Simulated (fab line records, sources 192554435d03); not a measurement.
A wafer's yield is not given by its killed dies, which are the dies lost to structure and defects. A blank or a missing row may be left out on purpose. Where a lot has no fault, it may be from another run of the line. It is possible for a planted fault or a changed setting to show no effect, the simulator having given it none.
Code-filled problem report in 8D (eight disciplines) form	flow n5_finfet	the parts of the form that need people (team, actions taken, sign-off) are left out

1. WHAT IS WRONG
Wafers without a fault read 1499.8 rpm, standard deviation 0.84; spin_speed_rpm at N5_BEOL_M15_COAT_58 reads a mean of 1192.2 rpm on 6 wafers belonging to 2 lots. That is -99 or more standard deviations from the usual mean.
The step: time 60 s, resist thk 89 nm.
The first sign was on wafer L430.2 at day 17 02:10, on litho_track-04. At this step, 18 wafers from 6 lots have a number in the record. Rule for "out" (also "out of limits"): further than 4 standard deviations from the usual mean. The rest of the wafers with a number are treated as sound.

2. WHAT IT IS AND WHAT IT IS NOT
question	is	is not
which readings at this step	spin_speed_rpm	-
which lots	L430, L431	L420, L424, L435, L436
which wafers of those lots	all that have a number	-
read on which tools	litho_track-04	litho_track-01, litho_track-05
when	from day 17 02:10	up to then (6 sound wafers); but 6 sound wafers of L435, L436 came after

3. SUSPECTS, AND WHAT RULES EACH OUT
Counting: a tool at any process step up to the reading remains a suspect when it ran all the lots that are out and ran no sound lot after the first of those.
- litho_track-04 at N5_BEOL_M15_COAT_58 (time 60 s, resist thk 89 nm): kept. It processed each lot that is out, first L430 at day 17 02:10, and no sound lot thereafter; up to then, the last sound lot it processed was L420 at day 14 12:04. Its own spin_speed_rpm readings are out on those wafers.
After counting, what remains is litho_track-04 at N5_BEOL_M15_COAT_58.

4. THE CAUSE (what the simulator had put in)
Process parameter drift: litho_track-04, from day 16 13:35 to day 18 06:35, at N5_BEOL_M15_COAT_58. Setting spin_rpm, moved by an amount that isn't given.
Only this tool survived the counting.

5. SEQUENCE OF EFFECTS, ordered by route
Rows list readings where the struck wafers' mean (over those with a number) sits beyond 3 standard deviations from the usual. Scope: only readings with a usual standard deviation given in the record; hours: median across lots of the time from each lot's start at the first step in this table that gives one to its start at this step; sigmas: change in usual standard deviations.
hours	step	reading	usual	on struck wafers	change	sigmas
0	N5_BEOL_M15_COAT_58	spin_speed_rpm	1499.8 rpm	1192.2	-307.6	-99 or more
Its process steps:
- N5_BEOL_M15_COAT_58: time 60 s, resist thk 89 nm.
Later steps that measure or inspect, where all struck wafers having a row at the step show a number for every such reading and not one has moved that far: N5_BEOL_M15_CD_MEAS_10, N5_BEOL_M15_OVL_MEAS_11, N5_BEOL_M15_INSPECT_12.

6. WHAT WOULD HAVE CAUGHT IT SOONER
13 hours passed between the start of the fault at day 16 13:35 and the first reading out of limits in this record, taken at day 17 02:10.
